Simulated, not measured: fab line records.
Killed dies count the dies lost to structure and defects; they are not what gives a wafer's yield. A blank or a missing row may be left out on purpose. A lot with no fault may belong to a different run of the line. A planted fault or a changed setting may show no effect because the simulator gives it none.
Matching of chambers || flow nandHarc || 3 sister chambers for NHARC_THIN_TSV_DEP_47 on pecvd-01
The step deposits SiO2, target thk 200 nm. 6 wafers are shown with their chamber, then 8 later ones without.

## WAFERS PAIRED WITH THEIR CHAMBERS
{"wafer": "L302.6", "chamber": 1, "throttleValvePct (%)": 15.4}
{"wafer": "L304.5", "chamber": 2, "throttleValvePct (%)": 15.5}
{"wafer": "L312.3", "chamber": 0, "throttleValvePct (%)": 16.8}
{"wafer": "L312.5", "chamber": 1, "throttleValvePct (%)": 15.1}
{"wafer": "L312.6", "chamber": 2, "throttleValvePct (%)": 15.8}
{"wafer": "L313.3", "chamber": 0, "throttleValvePct (%)": 16.8}

## WAFERS WHOSE CHAMBER IS MISSING
{"wafer": "L313.4", "throttleValvePct (%)": 15.8}
{"wafer": "L313.6", "throttleValvePct (%)": 16.8}
{"wafer": "L316.3", "throttleValvePct (%)": 16.9}
{"wafer": "L316.4", "throttleValvePct (%)": 15.6}
{"wafer": "L316.5", "throttleValvePct (%)": 15.5}
{"wafer": "L319.2", "throttleValvePct (%)": 15.9}
{"wafer": "L319.3", "throttleValvePct (%)": 15.6}
{"wafer": "L319.5", "throttleValvePct (%)": 17.0}

## WHICH CHAMBER EACH WENT THROUGH
{"wafer": "L313.4", "from the rows above": 2, "in truth": 2}
{"wafer": "L313.6", "from the rows above": 0, "in truth": 0}
{"wafer": "L316.3", "from the rows above": 0, "in truth": 0}
{"wafer": "L316.4", "from the rows above": "can't be placed: 2 or 1", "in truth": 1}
{"wafer": "L316.5", "from the rows above": "can't be placed: 2 or 1", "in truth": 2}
{"wafer": "L319.2", "from the rows above": 2, "in truth": 2}
{"wafer": "L319.3", "from the rows above": "can't be placed: 2 or 1", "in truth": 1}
{"wafer": "L319.5", "from the rows above": 0, "in truth": 0}
5 of 8 placed correctly. Not placeable from these rows: 3 (in 3, the candidates include the true chamber). Placed wrongly: 0.
How it was worked out, from the rows above alone: a wafer's distance from a chamber is the root of the sum, over the readings, of the square of ((its reading less the chamber's mean) divided by the reading's scatter). The wafer belongs to the nearest chamber; if the next one is less than 2 further off, it can't be placed. The mean given for a chamber averages the wafers shown for that chamber. The scatter is the square root of a quotient: the sum, over the shown wafers, of each reading's squared deviation from its chamber's mean, divided by wafers minus chambers.
